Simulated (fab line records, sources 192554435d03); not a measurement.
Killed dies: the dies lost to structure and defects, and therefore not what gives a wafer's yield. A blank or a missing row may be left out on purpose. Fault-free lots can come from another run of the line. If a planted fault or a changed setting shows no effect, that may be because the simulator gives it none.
Matching of chambers	flow n5_finfet	N5_BEOL_M3_CMP_52 on cmp-04 has 4 sister chambers
The step polishes, stops on SiOC, t overpolish 6.8 s, target thk 40 nm. 4 wafers are shown with their chamber, then 8 later ones without.

== WAFERS PAIRED WITH THEIR CHAMBERS ==
wafer	chamber	motor_current_A (A)
L086.3	2	6.0
L086.4	3	6.8
L086.6	0	5.7
L091.1	1	5.4

== WAFERS WITHOUT THEIR CHAMBER ==
wafer	motor_current_A (A)
L091.3	6.1
L091.6	5.9
L092.2	5.9
L092.4	5.6
L092.5	6.3
L096.2	6.4
L096.3	6.7
L096.5	5.9

== CHAMBER TAKEN BY EACH ==
wafer	from the rows above	in truth
L091.3	can't be placed: 2 or 0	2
L091.6	can't be placed: 2 or 0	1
L092.2	can't be placed: 2 or 0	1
L092.4	can't be placed: 0 or 1 or 2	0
L092.5	can't be placed: 2 or 3 or 0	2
L096.2	can't be placed: 3 or 2 or 0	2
L096.3	3	3
L096.5	can't be placed: 2 or 0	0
Correct placement for 1 of the 8. These rows do not allow placing 7 (true chamber among the candidates in 5). 0 placed wrongly.
How it was worked out, from the rows above alone: a wafer's distance from a chamber is the root of the sum, over the readings, of the square of ((its reading less the chamber's mean) divided by the reading's scatter). The wafer belongs to the nearest chamber; if the next one is less than 2 further off, it can't be placed. Each chamber's mean is taken over the wafers shown for it. The scatter (one wafer shown for each chamber): square how far every hidden wafer sits from the nearest shown wafer, average those squares and take the square root.
